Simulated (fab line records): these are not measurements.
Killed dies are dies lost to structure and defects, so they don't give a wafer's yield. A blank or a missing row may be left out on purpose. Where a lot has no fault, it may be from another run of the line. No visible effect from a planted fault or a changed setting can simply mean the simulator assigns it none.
Chamber matching | flow nandHarc | rieDiel-08 running NHARC_P_M2_STRIP_18: 4 sister chambers
The step strips in N2/H2. 20 wafers are shown with their chamber, then 10 later ones without.

== WAFERS PAIRED WITH THEIR CHAMBERS ==
wafer  | chamber | drypumpMotorCurrentA (A) | oesProductAu (a.u.) | rfVppV (V)
L074.4 | 0       | 5.0                      | 1.010               | 90.3
L074.5 | 1       | 5.1                      | 1.002               | 92.3
L074.6 | 0       | 5.0                      | 1.010               | 89.1
L077.3 | 2       | 4.8                      | 0.987               | 91.2
L077.5 | 1       | 5.1                      | 1.000               | 91.2
L077.6 | 0       | 5.0                      | 1.003               | 90.0
L079.2 | 1       | 5.1                      | 0.995               | 90.7
L079.4 | 0       | 5.0                      | 1.003               | 90.4
L079.5 | 3       | 5.2                      | 0.997               | 90.6
L083.3 | 0       | 4.9                      | 1.018               | 90.0
L083.4 | 3       | 5.2                      | 1.008               | 92.1
L083.6 | 0       | 5.0                      | 1.011               | 90.1
L085.2 | 0       | 5.0                      | 0.992               | 92.3
L085.5 | 0       | 5.0                      | 1.001               | 89.6
L085.6 | 1       | 5.0                      | 1.005               | 91.5
L087.3 | 3       | 5.2                      | 0.995               | 89.6
L087.5 | 3       | 5.2                      | 1.000               | 90.3
L087.6 | 2       | 4.8                      | 0.985               | 90.7
L091.1 | 0       | 5.0                      | 1.008               | 91.1
L091.2 | 2       | 4.8                      | 0.993               | 90.2

SIGNATURES (means of the wafers above)
reading              | chamber 0 | chamber 1 | chamber 2 | chamber 3 | scatter within a chamber
drypumpMotorCurrentA | 4.989     | 5.075     | 4.800     | 5.200     | 0.032
oesProductAu         | 1.00622   | 1.00050   | 0.98833   | 1.00000   | 0.00627
rfVppV               | 90.322    | 91.425    | 90.700    | 90.650    | 0.865
Rule: a wafer lies at a distance from a chamber equal to the root of the sum of squares, over the readings, of (its reading less the chamber's mean, divided by the reading's scatter). The wafer belongs to the nearest chamber; if the next one is less than 2 further off, it can't be placed. The scatter: take each reading less its chamber's mean, square it, sum over the shown wafers, divide by the number of wafers less the number of chambers, and take the root.

== WAFERS WITH NO CHAMBER GIVEN ==
wafer  | drypumpMotorCurrentA (A) | oesProductAu (a.u.) | rfVppV (V)
L091.4 | 5.0                      | 0.986               | 91.9
L094.1 | 4.8                      | 0.998               | 91.9
L094.2 | 5.2                      | 0.997               | 90.5
L094.3 | 5.0                      | 1.006               | 91.4
L095.1 | 4.8                      | 1.010               | 89.3
L095.4 | 5.0                      | 0.992               | 90.3
L095.6 | 5.1                      | 0.995               | 90.3
L096.2 | 4.8                      | 0.997               | 91.7
L096.5 | 5.1                      | 0.991               | 91.5
L096.6 | 4.8                      | 0.992               | 91.5

== EACH ONE'S CHAMBER ==
wafer  | from the rows above     | in truth
L091.4 | can't be placed: 1 or 0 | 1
L094.1 | 2                       | 2
L094.2 | 3                       | 3
L094.3 | can't be placed: 0 or 1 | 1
L095.1 | 2                       | 2
L095.4 | can't be placed: 0 or 1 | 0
L095.6 | can't be placed: 1 or 3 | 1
L096.2 | 2                       | 2
L096.5 | can't be placed: 1 or 3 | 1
L096.6 | 2                       | 2
Placed correctly: 5 of 10. These rows do not allow placing 5 (true chamber among the candidates in 5). Wrongly placed: 0.
